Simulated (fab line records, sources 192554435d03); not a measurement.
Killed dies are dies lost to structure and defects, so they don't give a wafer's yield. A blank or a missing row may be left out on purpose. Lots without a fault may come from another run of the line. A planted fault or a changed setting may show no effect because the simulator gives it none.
Chamber matching | flow n5_finfet | N5_SD_EPI_N_DESCUM_14 on rie_diel-05: 4 sister chambers
The step chemistry O2, time 7.9 s. 4 wafers are shown with their chamber, then 7 later ones without.

WAFERS WITH THEIR CHAMBER
wafer  | chamber | showerhead_plenum_p_Torr (Torr)
L082.1 | 3       | 2.16
L082.6 | 1       | 2.05
L091.1 | 0       | 1.95
L091.2 | 2       | 2.23

WAFERS WITHOUT THEIR CHAMBER
wafer  | showerhead_plenum_p_Torr (Torr)
L091.4 | 2.15
L095.1 | 1.94
L095.3 | 2.15
L095.4 | 2.05
L096.1 | 2.05
L096.3 | 2.23
L096.4 | 1.94

WHICH CHAMBER EACH WENT THROUGH
wafer  | from the rows above | in truth
L091.4 | 3                   | 3
L095.1 | 0                   | 0
L095.3 | 3                   | 3
L095.4 | 1                   | 1
L096.1 | 1                   | 1
L096.3 | 2                   | 2
L096.4 | 0                   | 0
Placed correctly: 7 of 7. Can't be placed from these rows: 0. Placed wrongly: 0.
How it was worked out, from the rows above alone: a wafer's distance from a chamber is the root of the sum, over the readings, of the square of ((its reading less the chamber's mean) divided by the reading's scatter). The wafer belongs to the nearest chamber; if the next one is less than 2 further off, it can't be placed. A chamber's mean is the mean of its shown wafers. The scatter: with one shown wafer a chamber, the root of the mean of the squares of how far each hidden wafer lies from its nearest shown one.
